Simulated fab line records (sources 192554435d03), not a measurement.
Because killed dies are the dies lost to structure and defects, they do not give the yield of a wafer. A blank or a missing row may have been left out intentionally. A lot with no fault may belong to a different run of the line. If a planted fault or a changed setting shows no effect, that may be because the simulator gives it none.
A struck lot beside a sound one    flow n5 finfet    17 out of 1938 route steps
Sound: the wafers L983.3, L983.4, L983.6. Wafers L999.4, L999.5 were the ones struck. The cause comes at the end.
Each step with rows lists, per side, the tool, then ch with its chambers, then its first start. Under that, the readings that differ: sound wafers    struck wafers    difference of the means    sigmas: that difference in standard deviations of wafers without a fault.
alike: a reading whose means differ by less than 2 such deviations, as well as words and numbers matching on both sides. not compared: withheld readings; readings where some wafer has no value; bounds like >300 that might hide an equal value; numbers whose values overlap and for which the record gives no deviation.
A row with sigmas, a row that says differs or no value, or rows on one side alone: a step with any of these is where the two part. When numbers do not overlap yet have no deviation, they are printed without sigmas and do not part them. A reading that every wafer of one side lacks parts them only if that side has two wafers or more.

first, 4 steps without rows for these wafers: N5_BEOL_M7_HM_STRIP_39 (strips TiN in peroxide tin strip, target depth 25 nm, time 158 s); N5_BEOL_M7_SRD_40 (time 30 s); N5_BEOL_M7_PRECLEAN_42 (cleans in residue remover, time 60 s); N5_BEOL_M7_SRD_43 (time 30 s).
N5_BEOL_M7_CD_MEAS_35: the cd target is 40 nm.
  sound on cd sem-03, day 9 08:45; struck on cd sem-02, day 13 00:15
  alike: cd nm
N5_BEOL_M7_CURE_75: cures SiCOH lowk, time 120 s.
  sound on uv cure-01 ch 1, day 9 09:08; struck on uv cure-03 ch 2, day 13 00:26
  alike: lamp power pct, wafer_temp_C_max
then, 1 step without rows for these wafers: N5_BEOL_M7_DEGAS_44 (time 60 s).
N5_BEOL_M7_PRE_CLEAN_45: time 30 s.
  sound on pvd sputter-02, day 9 09:46; struck on pvd sputter-03, day 13 00:45
  alike: heater power w
N5_BEOL_M7_ALD_77: deposits TaN, target thk 2 nm, pulse time 2 s, purge time 3 s.
  sound on ald metal-02 ch 0,1,3, day 9 09:49; struck on ald metal-02 ch 0,2, day 13 00:49
  alike: heater power w
  not compared: since wet clean h
N5_BEOL_M7_SURFACE_TREAT_79:
  sound on pvd sputter-01, day 9 10:22; struck on pvd sputter-01, day 13 02:24
  not compared: pressure mtorr, throttle valve pct
then, 2 steps without rows for these wafers: N5_BEOL_M7_CVD_78 (deposits Co from CCTBA/H2, target thk 2 nm, time 142.3 s); N5_BEOL_M7_SPUTTER_48 (material Cu, target thk 10 nm, time 1.667 s).
N5_BEOL_M7_ECD_50: material Cu, target thk 300 nm.
  sound on ecd cu-02 ch 0,1, day 9 10:47; struck on ecd cu-01 ch 1, day 13 02:47
reading                                 sound              struck       difference  sigmas
model.Cu_of_BEOL_M7_ECD_50.thk nm (nm)  309.2 300.6 304.6  150.6 150.6  -154.2      
N5_BEOL_M7_ANNEAL_51: time 90 s.
  sound on rtp anneal-02 ch 0, day 9 11:13; struck on rtp anneal-01 ch 0, day 13 02:59
  alike: wafer_temp_C_max
N5_BEOL_M7_CMP_52: polishes, stops on SiCOH lowk, t overpolish 6.9 s, target thk 80 nm.
  sound on cmp-01 ch 2,3, day 9 11:25; struck on cmp-02 ch 1,3, day 13 03:13
reading                 sound           struck     difference  sigmas
time to endpoint s (s)  68.4 64.9 64.7  29.8 29.2  -36.5       -15
  alike: motor current A
N5_BEOL_M7_THK_MEAS_53: measures by xrf.
  sound on film metro-02, day 9 11:43; struck on film metro-02, day 13 03:26
  alike: M7_THK
following that, these wafers have no rows for 1 step: N5_PASSIVATION_PROBE_49.

## WHERE THEY PART
N5_BEOL_M7_CMP_52 only, going by this record. Later steps at which nothing parts them and some readings are alike: N5_BEOL_M7_THK_MEAS_53.

WHY: what the simulator had put in
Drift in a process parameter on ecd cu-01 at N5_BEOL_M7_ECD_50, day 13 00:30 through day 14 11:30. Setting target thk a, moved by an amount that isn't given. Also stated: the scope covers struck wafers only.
